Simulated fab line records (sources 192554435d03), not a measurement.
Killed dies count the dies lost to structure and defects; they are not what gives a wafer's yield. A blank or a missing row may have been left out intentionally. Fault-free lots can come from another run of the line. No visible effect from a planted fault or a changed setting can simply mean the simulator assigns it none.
Problem report in the 8D (eight disciplines) form, filled by code -- flow n5Finfet -- the parts of the form that need people (team, actions taken, sign-off) are left out

== 1. WHAT WENT WRONG ==
SERP_M10 at N5_BEOL_M15_RC_MEAS_101 reads a mean of 4.78 ohm/um on 5 wafers of 2 lots; wafers without a fault read 3.08 ohm/um with a standard deviation of 0.11. Measured from the usual mean, that is +15 standard deviations.
First observed at day 17 22:07: wafer L751.2, on prober-01. The record has a number at this step for 11 wafers belonging to 4 lots. The rule behind "out" and "out of limits": a value lying over 4 standard deviations away from the usual mean. Any other wafer with a number is counted as sound.

== 2. WHAT IT IS; WHAT IT IS NOT ==
question,is,is not
which readings at this step,"SERP_M10, SERP_M10_max_site","COMB_M11, COMB_M12, COMB_M12_max_site, COMB_M14, COMB_M5, COMB_M6, COMB_M7, COMB_M8, COMB_M9, SERP_M11, SERP_M13, SERP_M14, SERP_M5, SERP_M6, SERP_M7, SERP_M8"
which lots,"L751, L752","L732, L746"
which wafers of those lots,all that have a number,-
read on which gauges,"prober-01, prober-02",-
when,from day 17 22:07,up to then (6 sound wafers)
where on the wafer (9 sites),all sites,-

== 3. WHAT RULES OUT EACH SUSPECT ==
Counting: a tool stays on the suspect list if, at a process step up to the reading, it processed all lots that are out and no sound lot following the first of them.
- the gauge at N5_BEOL_M15_RC_MEAS_101 has been ruled out. The wafers that are out were read on 2 gauges (prober-01, prober-02).
- krfScanner-01 at N5_BEOL_M12_EXPOSE_07 (exposes mask V11): kept. It processed each lot that is out, first L751 at day 16 22:08, and no sound lot thereafter; up to then, the last sound lot it processed was L732 at day 11 03:33. Out on those wafers are its own readings of exposureDoseMJCm2.
The count leaves krfScanner-01 at N5_BEOL_M12_EXPOSE_07.

== 4. THE CAUSE (what the simulator had put in) ==
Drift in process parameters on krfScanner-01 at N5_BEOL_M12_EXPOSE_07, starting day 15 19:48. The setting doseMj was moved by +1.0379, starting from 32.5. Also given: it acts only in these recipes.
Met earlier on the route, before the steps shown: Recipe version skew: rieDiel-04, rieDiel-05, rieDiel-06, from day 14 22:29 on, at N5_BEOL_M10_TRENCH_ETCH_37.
This tool alone remained once counting was done.

== 5. THE CHAIN OF EFFECTS, in route order ==
Each row: a reading whose mean over the struck wafers that have a number lies more than 3 standard deviations from the usual. Scope: only readings with a usual standard deviation given in the record; hours: median across lots of the time from each lot's start at the first step in this table that gives one to its start at this step; sigmas: change in usual standard deviations.
hours,step,reading,usual,on struck wafers,change,sigmas
0,N5_BEOL_M12_EXPOSE_07,exposureDoseMJCm2,32.49,33.11,+0.62,+18
25,N5_BEOL_M15_RC_MEAS_101,SERP_M10,3.08 ohm/um,4.78,+1.70,+15
25,N5_BEOL_M15_RC_MEAS_101,SERP_M10_max_site,3.16 ohm/um,4.90,+1.74,+14
39,N5_PASSIVATION_PROBE_49,sort_bin_8_speed,0.02 %,0.61,+0.59,+5.3
The process steps in it:
- N5_BEOL_M12_EXPOSE_07: exposes mask V11.
- N5_PASSIVATION_PROBE_49

== 6. HOW IT WOULD HAVE BEEN CAUGHT EARLIER ==
The first out-of-limits reading at a measuring or inspecting step in this record came at day 17 22:07, 50 hours after the fault's start at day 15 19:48.
At N5_BEOL_M12_EXPOSE_07, the tool's own readings (exposureDoseMJCm2) were out on each struck wafer the step has a row for, so an alarm limit on them would have fired on the first such wafer.
The start of N5_BEOL_M12_EXPOSE_07 on krfScanner-01 came by day 17 22:07 for every one of the lots that are out (2). Had the tool been put on hold then, not one of them would have been saved.
